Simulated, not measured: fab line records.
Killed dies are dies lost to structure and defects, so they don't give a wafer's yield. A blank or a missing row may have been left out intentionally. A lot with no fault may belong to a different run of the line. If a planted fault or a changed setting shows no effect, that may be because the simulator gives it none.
fab line records -- flow n5Finfet
record lots=12, wafers=31, lastDay=18
route steps=1938 shown BEOL_M9@1421 PASSIVATION@1936
lots that met no fault: from a run of the same line without faults
startH: hours from the record's first day to the start of the lot's first wafer shown -- waitH: hours elapsed since this lot's preceding step -- " unchanged from the row above -- L1.1+2: a single row standing in for several wafers -- - value missing, or start not given -- * or withheld: withheld -- < > ~ a bound
route shown NAME@n: NAME is a module with steps in the file, n the number in the route of the first one -- usual: average and standard deviation across the fault-free wafers -- same: alike in all rows -- chamber/n: place in a boat -- sites: the reading at each site -- _std_site: how widely they spread, as a standard deviation -- _edge_site: mean of outer sites minus mean of inner sites -- radiusMm: how far each site lies from the wafer's centre -- mask NAME#n: copy n -- behind: the most recent tool/chamber to have shaped the wafer -- hold: why the lot went on hold/how many hours it stayed there/how the hold came to an end -- device: the n, p or np transistor that did not switch -- end of line: tests of these same wafers at the route's end -- step lacking rows: just its recipe -- killed: not the wafer's yield, but the dies lost to structure and defects at the first sort -- map: per-die view of a wafer (x killed, . not killed, _ where there is no die)
set.NAME: setting as actually run; set.NAME@STEP: the setting as run at that earlier step -- model.NAME: the simulator's own value behind a step, which no gauge read
the route's steps for a sample of lots (tables are steps, rows are wafers)
services: the hour from which a tool's chamber was out of use, counted from the record's first day as startH (under 0 if before that day), plus the number of hours and why
## steps
# step N5_BEOL_M9_STRIP_67
# recipe chemistry=CF4, resist=SiARC, powerW=300, biasPowerW=75, pressureMtorr=50, cf4FlowSccm=150, rfFrequencyHz=6e+07
# usual drypumpMotorCurrentA=5.8/0.54, oesProductAu=0.82/0.072, rfVppV=272.0/1.3, showerheadPlenumPTorr=1.83/0.045, throttleValvePct=13.43/0.27
lot.wafer,tool,chamber,startH,waitH,drypumpMotorCurrentA,oesProductAu,rfHoursCounterH,rfVppV,showerheadPlenumPTorr,throttleValvePct
L379.2,rieDiel-04,3,201.56,0.0,5.5,0.87,30,271.6,1.82,13.15
L379.3,rieDiel-04,0,201.56,0.0,6.4,0.85,46,272.0,1.82,13.61
L379.6,rieDiel-04,3,201.56,0.0,5.5,0.87,-,269.3,1.82,13.17
L383.2,rieDiel-06,0,237.55,0.0,5.9,0.88,40,273.3,1.81,13.24
L383.6,rieDiel-06,3,237.55,0.0,5.9,0.76,-,270.6,1.80,13.54
L384.2,rieDiel-04,1,237.74,0.0,4.7,0.92,10,272.6,1.82,12.94
L384.3,rieDiel-04,0,237.74,0.0,6.4,0.84,58,272.1,1.82,13.62
L384.4,rieDiel-04,2,237.74,0.0,5.4,0.86,47,272.4,1.89,13.34
L387.1,rieDiel-04,1,240.64,0.0,4.6,0.91,11,272.5,1.82,12.92
L387.2,rieDiel-04,2,240.64,0.0,5.4,0.86,48,272.6,1.89,13.34
L387.4,rieDiel-04,0,240.64,0.0,6.4,0.83,59,272.5,1.82,13.66
L385.1,rieDiel-04,3,245.23,0.0,5.5,0.84,44,271.5,1.82,13.19
L385.2,rieDiel-04,0,245.23,0.0,6.4,0.83,60,271.8,1.82,13.64
L388.1,rieDiel-06,1,257.46,0.0,6.8,0.69,230,271.7,1.85,13.91
L388.2,rieDiel-06,0,257.46,0.0,5.9,0.87,46,271.3,1.81,13.26
L388.5,rieDiel-06,1,257.46,0.0,6.8,0.68,-,272.8,1.85,13.91
L389.1,rieDiel-06,0,273.83,0.0,5.9,0.86,50,272.3,1.81,13.26
L389.3,rieDiel-06,2,273.83,0.0,5.5,0.85,43,270.0,1.76,13.14
L389.5,rieDiel-06,2,273.83,0.0,5.5,0.85,-,271.1,1.76,13.14
L390.3,rieDiel-06,1,274.29,0.0,6.7,0.68,236,271.0,1.85,13.94
L390.5,rieDiel-06,1,274.29,0.0,6.7,0.68,-,272.0,1.85,13.92
L390.6,rieDiel-06,0,274.29,0.0,5.9,0.87,-,271.1,1.81,13.26
L392.1,rieDiel-03,3,294.15,0.0,6.2,0.83,50,273.7,1.89,13.53
L392.5,rieDiel-03,0,294.15,0.0,5.9,0.88,-,275.1,1.90,13.30
L392.6,rieDiel-03,1,294.15,0.0,5.4,0.72,-,272.6,1.84,13.76
L393.1,rieDiel-04,1,294.34,0.0,4.6,0.89,25,272.1,1.82,12.95
L393.4,rieDiel-04,0,294.34,0.0,6.4,0.81,73,271.4,1.81,13.68
L394.4,rieDiel-06,0,296.12,0.0,5.9,0.85,58,272.2,1.81,13.28
L394.5,rieDiel-06,3,296.12,0.0,6.0,0.74,-,270.1,1.79,13.59
L402.4,rieDiel-06,3,366.09,0.0,5.9,0.73,203,270.2,1.78,13.63
L402.6,rieDiel-06,2,366.09,0.0,5.5,0.82,-,268.5,1.75,13.22
# step N5_BEOL_M9_CD_MEAS_18
# recipe pitchNm=140, targetCdNm=70
# usual cdNm=70.0/0.67
lot.wafer,tool,chamber,startH,waitH,cdNm
L379.2,cdSem-01,-,201.87,0.1,69.9
L379.3,cdSem-01,-,201.87,0.1,70.2
L379.6,cdSem-01,-,201.87,0.1,69.2
L383.2,cdSem-03,-,237.78,0.1,68.8
L383.6,cdSem-03,-,237.78,0.1,67.8
L384.2,cdSem-03,-,237.96,0.1,71.0
L384.3,cdSem-03,-,237.96,0.1,70.4
L384.4,cdSem-03,-,237.96,0.1,70.4
L387.1,cdSem-03,-,240.86,0.0,71.0
L387.2,cdSem-03,-,240.86,0.0,71.3
L387.4,cdSem-03,-,240.86,0.0,70.5
L385.1,cdSem-03,-,245.45,0.0,69.6
L385.2,cdSem-03,-,245.45,0.0,69.8
L388.1,cdSem-03,-,257.69,0.0,70.4
L388.2,cdSem-03,-,257.69,0.0,70.1
L388.5,cdSem-03,-,257.69,0.0,69.7
L389.1,cdSem-02,-,274.05,0.0,71.0
L389.3,cdSem-02,-,274.05,0.0,70.3
L389.5,cdSem-02,-,274.05,0.0,70.6
L390.3,cdSem-01,-,274.68,0.1,69.2
L390.5,cdSem-01,-,274.68,0.1,69.4
L390.6,cdSem-01,-,274.68,0.1,70.7
L392.1,cdSem-02,-,294.43,0.0,71.2
L392.5,cdSem-02,-,294.43,0.0,70.7
L392.6,cdSem-02,-,294.43,0.0,69.7
L393.1,cdSem-03,-,294.56,0.0,71.0
L393.4,cdSem-03,-,294.56,0.0,69.5
L394.4,cdSem-01,-,296.36,0.1,69.9
L394.5,cdSem-01,-,296.36,0.1,70.7
L402.4,cdSem-02,-,366.31,0.1,69.7
L402.6,cdSem-02,-,366.31,0.1,69.5
# step N5_BEOL_M9_EXPOSE_25
# recipe maskId=V8, na=0.33, sourceShape=annular, sigmaInner=0.4, sigmaOuter=0.8, polarization=unpolarized, doseMj=37.25
lot.wafer,tool,chamber,startH,waitH,mask
L379.2+3+6,euvScanner-01,0,203.47,-,V8#0
L383.2+6,euvScanner-02,0,238.91,-,V8#0
L384.2+3+4,euvScanner-02,0,238.95,-,V8#0
L387.1+2+4,euvScanner-02,0,241.08,-,V8#0
L385.1+2,euvScanner-01,0,248.36,-,V8#0
L388.1+2+5,euvScanner-02,0,258.53,-,V8#0
L389.1+3+5,euvScanner-01,0,274.35,-,V8#0
L390.3+5+6,euvScanner-01,0,275.02,-,V8#0
L392.1+5+6,euvScanner-01,0,294.72,-,V8#0
L393.1+4,euvScanner-01,0,294.76,-,V8#0
L394.4+5,euvScanner-01,0,297.99,-,V8#0
L402.4+6,euvScanner-02,0,366.84,-,V8#0
# step N5_BEOL_M9_CD_MEAS_28
# recipe targetCdNm=70, landingEnergyEv=500, detector=seInlens, polarity=opening
# usual cdNm=70.09/0.28
lot.wafer,tool,chamber,startH,waitH,cdNm
L379.2,cdSem-03,0,203.60,-,69.94
L379.3,cdSem-03,0,203.60,-,69.87
L379.6,cdSem-03,0,203.60,-,69.61
L383.2,cdSem-02,0,239.03,-,70.06
L383.6,cdSem-02,0,239.03,-,70.01
L384.2,cdSem-01,0,239.07,-,70.15
L384.3,cdSem-01,0,239.07,-,70.38
L384.4,cdSem-01,0,239.07,-,69.55
L387.1,cdSem-01,0,241.21,-,70.14
L387.2,cdSem-01,0,241.21,-,69.45
L387.4,cdSem-01,0,241.21,-,69.73
L385.1,cdSem-03,0,248.49,-,70.03
L385.2,cdSem-03,0,248.49,-,70.37
L388.1,cdSem-02,0,258.66,-,70.06
L388.2,cdSem-02,0,258.66,-,70.06
L388.5,cdSem-02,0,258.66,-,69.94
L389.1,cdSem-02,0,274.48,-,70.44
L389.3,cdSem-02,0,274.48,-,70.03
L389.5,cdSem-02,0,274.48,-,70.32
L390.3,cdSem-01,0,275.14,-,70.00
L390.5,cdSem-01,0,275.14,-,70.11
L390.6,cdSem-01,0,275.14,-,69.98
L392.1,cdSem-02,0,294.85,-,70.45
L392.5,cdSem-02,0,294.85,-,71.52
L392.6,cdSem-02,0,294.85,-,70.03
L393.1,cdSem-01,0,294.89,-,70.50
L393.4,cdSem-01,0,294.89,-,71.64
L394.4,cdSem-02,0,298.10,-,70.95
L394.5,cdSem-02,0,298.10,-,71.61
L402.4,cdSem-02,0,366.96,-,69.83
L402.6,cdSem-02,0,366.96,-,69.81
# step N5_BEOL_M9_DESCUM_33
# recipe chemistry=O2, timeS=7, sourcePowerW=50, biasPowerW=20, pressureMtorr=20, rfFrequencyHz=2.712e+07, tempC=40, resist=CAR-EUV, o2FlowSccm=225
# usual drypumpMotorCurrentA=5.7/0.56, oesProductAu=0.83/0.074, rfVppV=244.0/1.1, showerheadPlenumPTorr=2.15/0.058, throttleValvePct=20.32/0.26
lot.wafer,tool,chamber,startH,waitH,drypumpMotorCurrentA,oesProductAu,rfHoursCounterH,rfVppV,showerheadPlenumPTorr,throttleValvePct
L379.2,rieDiel-06,1,203.72,0.0,6.8,0.69,215,244.5,2.14,20.56
L379.3,rieDiel-06,2,203.72,0.0,5.5,0.89,23,243.1,2.05,19.92
L379.6,rieDiel-06,3,203.72,0.0,6.0,0.76,-,242.9,2.10,20.27
L383.2,rieDiel-06,3,239.15,0.0,6.0,0.75,161,244.2,2.09,20.26
L383.6,rieDiel-06,0,239.15,0.0,5.9,0.88,-,243.9,2.16,20.40
L384.2,rieDiel-04,3,239.25,0.1,5.5,0.87,42,243.9,2.12,20.00
L384.3,rieDiel-04,2,239.25,0.1,5.4,0.87,48,244.7,2.22,20.24
L384.4,rieDiel-04,1,239.25,0.1,4.7,0.92,10,243.9,2.15,19.88
L387.1,rieDiel-04,0,241.33,0.0,6.4,0.84,59,242.7,2.14,20.70
L387.2,rieDiel-04,3,241.33,0.0,5.5,0.86,42,243.6,2.12,20.01
L387.4,rieDiel-04,2,241.33,0.0,5.4,0.87,48,244.8,2.22,20.27
L385.1,rieDiel-03,1,248.62,0.0,5.4,0.73,210,244.5,2.17,20.60
L385.2,rieDiel-03,3,248.62,0.0,6.2,0.87,35,245.8,2.23,20.44
L388.1,rieDiel-06,2,258.78,0.0,5.5,0.86,38,242.6,2.05,19.95
L388.2,rieDiel-06,1,258.78,0.0,6.8,0.66,231,244.9,2.14,20.58
L388.5,rieDiel-06,2,258.78,0.0,5.5,0.87,-,243.0,2.05,19.94
L389.1,rieDiel-06,0,274.66,0.1,5.9,0.87,50,245.0,2.16,20.41
L389.3,rieDiel-06,3,274.66,0.1,6.0,0.76,171,243.3,2.09,20.28
L389.5,rieDiel-06,3,274.66,0.1,6.0,0.76,-,243.6,2.09,20.29
L390.3,rieDiel-04,1,275.32,0.1,4.7,0.91,20,243.8,2.14,19.91
L390.5,rieDiel-04,0,275.32,0.1,6.4,0.83,-,243.1,2.13,20.71
L390.6,rieDiel-04,3,275.32,0.1,5.5,0.85,-,244.9,2.12,20.03
L392.1,rieDiel-06,1,294.98,0.0,6.8,0.67,242,244.2,2.14,20.59
L392.5,rieDiel-06,0,294.98,0.0,5.9,0.86,-,244.7,2.15,20.42
L392.6,rieDiel-06,1,294.98,0.0,6.7,0.67,-,245.4,2.14,20.62
L393.1,rieDiel-04,3,295.21,0.2,5.5,0.85,56,244.1,2.11,20.04
L393.4,rieDiel-04,2,295.21,0.2,5.4,0.85,62,245.3,2.21,20.29
L394.4,rieDiel-03,3,298.24,0.0,6.2,0.85,-,245.9,2.22,20.49
L394.5,rieDiel-03,1,298.24,0.0,5.4,0.71,-,243.6,2.16,20.62
L402.4,rieDiel-03,2,367.07,0.0,5.1,0.89,31,244.7,2.24,20.26
L402.6,rieDiel-03,1,367.07,0.0,5.4,0.72,-,244.3,2.16,20.62
# step N5_PASSIVATION_PROBE_49
# usual defectLimitedYield=91.5/1.5, killed_at_M0_to_M3=30/11, killed_at_M4_up=13/4.9, killedAtContacts=14/6.5, killedAtFrontEnd=40/11, killedAtOther=3.3/2.7, killedDies=100/18, killedOnRim=13/3.8, killedOpen=67/14, killedShort=32/7.8, sort_bin_5_function=5.0/0.97, sort_bin_6_memory=3.2/0.75, sortNPass=1080/18, sortYieldPct=91.5/1.5
# same grossDies=1180, killedAtBackSide=0, sort_bin_4_leakage[%]=0, sort_bin_8_speed[%]=0
lot.wafer,tool,chamber,startH,waitH,defectLimitedYield[%],killed_at_M0_to_M3,killed_at_M4_up,killedAtContacts,killedAtFrontEnd,killedAtOther,killedDies,killedOnRim,killedOpen,killedShort,sort_bin_5_function[%],sort_bin_6_memory[%],sortNPass,sortYieldPct[%]
L379.2,prober-01,-,262.72,0.1,93.6,27,10,11,25,2,75,12,44,30,4.0,2.3,1105,93.6
L379.3,prober-01,-,262.77,0.1,94.4,22,5,10,22,7,66,3,41,25,3.9,1.7,1114,94.4
L379.6,prober-01,-,262.92,0.3,92.7,29,12,7,32,6,86,15,53,31,4.0,2.9,1094,92.7
L383.2,prober-02,-,300.49,0.1,89.1,64,16,18,30,1,129,22,77,52,6.9,3.6,1051,89.1
L383.6,prober-02,-,300.69,0.3,91.4,25,26,13,37,1,102,11,68,34,5.3,2.9,1078,91.4
L388.1,prober-01,-,327.01,0.0,92.0,28,13,8,40,5,94,14,62,31,4.7,3.2,1086,92.0
L388.2,prober-01,-,327.06,0.1,92.9,33,17,6,25,3,84,10,53,31,4.2,2.7,1096,92.9
L388.5,prober-01,-,327.21,0.2,90.0,46,15,14,42,1,118,10,89,29,6.0,3.7,1062,90.0
L394.4,prober-02,-,366.07,0.2,93.3,31,8,5,34,1,79,17,47,20,3.6,1.9,1101,93.3
L394.5,prober-02,-,366.12,0.2,93.2,26,16,13,23,2,80,5,54,26,3.9,2.6,1100,93.2
L393.1,prober-01,-,369.01,0.0,91.8,13,18,10,54,2,97,14,70,26,4.7,3.3,1083,91.8
L393.4,prober-01,-,369.16,0.2,92.4,26,11,6,47,0,90,11,63,27,4.6,3.1,1090,92.4
L392.6,prober-01,-,371.24,0.3,91.3,33,14,11,40,5,103,16,75,28,5.1,3.5,1077,91.3
# killed by level:class
L379.2 BEOL_M2:geometricParticle:open=7 MOL_CONTACT_COAG:geometricParticle:open=6 BEOL_M0_SAQP:geometricParticle:open=6 STI_FIN_REVEAL:geometricParticle:open=5 MOL_CONTACT_COAG:geometricParticle:short=5 BEOL_M0_SAQP:geometricParticle:short=5 FIN_SAQP:geometricParticle:short=4 STI_FIN_REVEAL:geometricParticle:short=3
L379.3 MOL_CONTACT_COAG:geometricParticle:open=8 BEOL_M1:geometricParticle:short=6 STI_FIN_REVEAL:geometricParticle:open=5 ILD0:geometricParticle:open=4 BEOL_M0_SAQP:geometricParticle:short=3 BEOL_M2:geometricParticle:open=3 BEOL_M3:geometricParticle:open=3 BEOL_M5:geometricParticle:open=3
L379.6 GATE_CUT:geometricParticle:short=8 MOL_CONTACT_COAG:geometricParticle:open=6 BEOL_M2:geometricParticle:open=6 BEOL_M3:geometricParticle:open=6 BEOL_M1:geometricParticle:open=5 FIN_SAQP:geometricParticle:short=4 DUMMY_GATE:geometricParticle:open=4 BEOL_M0_SAQP:geometricParticle:open=4
L383.2 BEOL_M0_SAQP:geometricParticle:open=20 BEOL_M0_SAQP:geometricParticle:short=19 MOL_CONTACT_COAG:geometricParticle:open=14 BEOL_M1:geometricParticle:open=11 FIN_SAQP:geometricParticle:short=11 BEOL_M3:geometricParticle:open=6 GATE_CUT:geometricParticle:short=5 BEOL_M1:geometricParticle:short=5
L383.6 BEOL_M4:geometricParticle:open=17 FIN_SAQP:geometricParticle:short=13 MOL_CONTACT_COAG:geometricParticle:open=9 FIN_SAQP:geometricParticle:open=6 DUMMY_GATE:geometricParticle:open=6 BEOL_M0_SAQP:geometricParticle:open=5 MOL_CONTACT_COAG:geometricParticle:short=4 BEOL_M1:geometricParticle:open=4
L388.1 STI_FIN_REVEAL:geometricParticle:open=8 BEOL_M4:geometricParticle:open=7 MOL_CONTACT_COAG:geometricParticle:open=6 BEOL_M2:geometricParticle:open=6 FIN_SAQP:geometricParticle:open=5 BEOL_M0_SAQP:geometricParticle:open=5 BEOL_M1:geometricParticle:open=5 BEOL_M3:geometricParticle:open=5
L388.2 BEOL_M3:geometricParticle:open=8 BEOL_M2:geometricParticle:open=8 STI_FIN_REVEAL:geometricParticle:open=7 BEOL_M4:geometricParticle:open=6 BEOL_M1:geometricParticle:open=5 BEOL_M2:geometricParticle:short=5 FIN_SAQP:geometricParticle:open=4 DUMMY_GATE:geometricParticle:open=4
L388.5 FIN_SAQP:geometricParticle:open=14 MOL_CONTACT_COAG:geometricParticle:open=13 BEOL_M2:geometricParticle:open=13 BEOL_M1:geometricParticle:open=12 FIN_SAQP:geometricParticle:short=12 BEOL_M3:geometricParticle:open=10 STI_FIN_REVEAL:geometricParticle:open=5 DUMMY_GATE:geometricParticle:open=5
L394.4 HKMG_FIN:areaEtch=12 BEOL_M2:geometricParticle:open=9 BEOL_M1:geometricParticle:open=8 FIN_SAQP:geometricParticle:short=6 BEOL_M0_SAQP:geometricParticle:open=5 FIN_SAQP:geometricParticle:open=4 STI_FIN_REVEAL:geometricParticle:open=4 MOL_CONTACT_COAG:geometricParticle:open=4
L394.5 MOL_CONTACT_COAG:geometricParticle:open=10 BEOL_M2:geometricParticle:open=6 BEOL_M0_SAQP:geometricParticle:open=6 FIN_SAQP:geometricParticle:short=5 BEOL_M0_SAQP:geometricParticle:short=5 BEOL_M4:geometricParticle:open=5 FIN_SAQP:geometricParticle:open=4 GATE_CUT:geometricParticle:short=4
L393.1 STI_FIN_REVEAL:geometricParticle:open=16 FIN_SAQP:geometricParticle:short=8 MOL_CONTACT_COAG:geometricParticle:open=8 FIN_SAQP:geometricParticle:open=6 GATE_CUT:geometricParticle:short=6 BEOL_M4:geometricParticle:open=6 DUMMY_GATE:geometricParticle:open=5 BEOL_M5:geometricParticle:open=5
L393.4 STI_FIN_REVEAL:geometricParticle:open=9 FIN_SAQP:geometricParticle:open=8 FIN_SAQP:geometricParticle:short=8 BEOL_M2:geometricParticle:open=7 GATE_CUT:geometricParticle:short=6 DUMMY_GATE:geometricParticle:open=5 GATE_CUT:geometricParticle:open=5 MOL_CONTACT_COAG:geometricParticle:open=5
L392.6 MOL_CONTACT_COAG:geometricParticle:open=10 FIN_SAQP:geometricParticle:open=9 FIN_SAQP:geometricParticle:short=8 STI_FIN_REVEAL:geometricParticle:open=8 BEOL_M0_SAQP:geometricParticle:open=7 BEOL_M2:geometricParticle:open=6 BEOL_M3:geometricParticle:open=6 BEOL_M0_SAQP:geometricParticle:short=5
## services
tool,chamber,startH,hours,kind
rieDiel-04,1,179.78,2.1,repair
rieDiel-04,1,183.93,-,clean
rieDiel-04,1,183.93,-,consumableReplace:focusRing
euvScanner-01,-,204.87,1.1,repair
euvScanner-02,-,219.40,1.0,pm
euvScanner-01,-,228.24,1.0,pm
rieDiel-03,1,231.32,3.0,repair
euvScanner-02,-,232.89,0.7,repair
rieDiel-06,2,238.25,3.6,repair
euvScanner-01,-,262.07,0.3,repair
euvScanner-01,-,267.75,4.6,pm
euvScanner-02,-,273.07,4.6,pm
rieDiel-04,-,275.75,2.8,pm
euvScanner-01,-,284.39,1.0,pm
rieDiel-03,0,295.00,6.5,repair
rieDiel-06,2,321.04,7.1,repair
rieDiel-06,1,328.31,-,clean
rieDiel-06,1,328.31,-,consumableReplace:focusRing
rieDiel-06,1,328.31,20.0,scheduledDown
rieDiel-06,1,328.31,20.0,ventCycle
euvScanner-02,-,331.70,1.0,pm
euvScanner-01,-,340.54,1.0,pm
rieDiel-04,2,355.01,6.3,repair
euvScanner-01,-,363.71,17.3,pm
## key
firstSign step=N5_BEOL_M9_CD_MEAS_28, reading=cdNm, direction=up, sigmas=4.9, usual=70.09, struck=71.43
effect none on later readings
metAt N5_BEOL_M9_EXPOSE_25
struckLots L392,L393,L394
struckWafers L392.5,L393.4,L394.4,L394.5
baselineLoss step=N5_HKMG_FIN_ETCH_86, wafers=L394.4
notActingAt N5_BEOL_M9_STRIP_67,N5_BEOL_M9_CD_MEAS_18,N5_BEOL_M9_DESCUM_33
fault kind=processParameterDrift, tool=euvScanner-01, chamber=-, onsetH=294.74, steps=N5_BEOL_M9_EXPOSE_25, channel=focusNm, offset=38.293, shape=step, endH=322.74, scope=struckWafersOnly
# baselineLoss: these wafers lose ten dies or more at that step, a loss of the line's own and not of a fault; the sort's usual values leave them out
